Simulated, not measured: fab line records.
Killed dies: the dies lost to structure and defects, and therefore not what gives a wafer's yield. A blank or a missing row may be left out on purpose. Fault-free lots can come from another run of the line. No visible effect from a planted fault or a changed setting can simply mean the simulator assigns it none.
Struck lot and sound lot, side by side || flow n5_finfet || 15 out of 1938 route steps
Sound: wafers L952.3, L952.5, L952.6. Struck: wafer L970.5 (left out: L970.3, L970.6 of the same lot, which were not struck); the cause appears at the end.
For every step that has rows: the tool of each side, followed by ch and its chambers, followed by its first start. Under that, the readings that differ: sound wafers || struck wafers || difference of the means || sigmas: that difference in standard deviations of wafers without a fault.
alike: readings whose means differ by less than 2 such deviations, and words and numbers that are the same on both sides. not compared: withheld readings, readings that some wafer has no value for, bounds like >300 that may hide the same value, and numbers for which the record gives no deviation and whose values overlap.
A row with sigmas, a row that says differs or no value, or rows on one side alone: a step with any of these is where the two part. Non-overlapping numbers with no deviation appear without sigmas and do not part them. Lack of a reading on every wafer of one side parts them only where that side has two or more wafers.

first, 7 steps without rows for these wafers: N5_BEOL_M6_COAT_60 (time 60 s, resist thk 35 nm); N5_BEOL_M6_COAT_05 (resist thk 90 nm); N5_BEOL_M6_EBR_07; N5_BEOL_M6_SOFTBAKE_06 (time 60 s); N5_BEOL_M6_EXPOSE_08 (exposes mask M6); N5_BEOL_M6_PEB_09 (peb time 60 s); N5_BEOL_M6_DEVELOP_10 (develop time 30 s).
N5_BEOL_M6_CD_MEAS_11 targets a cd of 38.5 nm.
  sound on cd_sem-02 ch 0, day 8 13:20; struck on cd_sem-01 ch 0, day 13 12:02
  alike: cd_nm
N5_BEOL_M6_OVL_MEAS_12:
  sound on overlay-01 ch 0, day 8 13:22; struck on overlay-01 ch 0, day 13 12:04
  alike: M6_OVL
N5_BEOL_M6_INSPECT_13: inspects for defects (brightfield).
  sound on defect_inspect-02, day 8 13:23; struck on defect_inspect-02, day 13 12:05
  alike: raw_defect_count
N5_BEOL_M6_DESCUM_16: chemistry O2, time 7.9 s.
  sound on rie_diel-05 ch 0,3, day 8 13:47; struck on rie_diel-05 ch 0, day 13 12:29
  alike: drypump_motor_current_A, oes_product_au, rf_vpp_V, showerhead_plenum_p_Torr, throttle_valve_pct
  not compared: rf_hours_counter_h
N5_BEOL_M6_ETCH_61: etches SiARC in CF4, target depth 45.5 nm, time 75.8 s.
  sound on rie_diel-05 ch 0,3, day 8 13:49; struck on rie_diel-05 ch 0, day 13 12:31
  alike: bias_w, drypump_motor_current_A, etch_rf_on_time_s, mfc_ar_sccm, oes_product_au, rf_vpp_V, showerhead_plenum_p_Torr, throttle_valve_pct
  not compared: rf_hours_counter_h
N5_BEOL_M6_ETCH_62: etches SOC in N2/H2, target depth 110 nm, overetch 22 nm, time 165 s.
  sound on rie_diel-05 ch 0,3, day 8 13:52; struck on rie_diel-05 ch 0, day 13 12:35
{"reading": "bias_w (W)", "sound": "150.0 150.6 149.7", "struck": 116.5, "difference": -33.6, "sigmas": -82}
{"reading": "rf_vpp_V (V)", "sound": "522.7 528.8 524.0", "struck": 447.5, "difference": -77.7, "sigmas": -31}
{"reading": "model.SiARC_of_BEOL_M6_COAT_60.thk_nm (nm)", "sound": "28.2 28.4 28.4", "struck": 30.4, "difference": "+2.1", "sigmas": ""}
  alike: drypump_motor_current_A, oes_product_au, showerhead_plenum_p_Torr, throttle_valve_pct
  not compared: rf_hours_counter_h
then, 2 steps without rows for these wafers: N5_BEOL_M6_STRIP_68 (strips in N2/H2); N5_PASSIVATION_PROBE_49.

## WHERE THEY PART
At N5_BEOL_M6_ETCH_62 and nowhere else, as far as this record goes.

WHY: the cause the simulator had injected
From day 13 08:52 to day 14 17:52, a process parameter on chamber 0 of rie_diel-05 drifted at N5_BEOL_M6_ETCH_62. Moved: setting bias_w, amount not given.
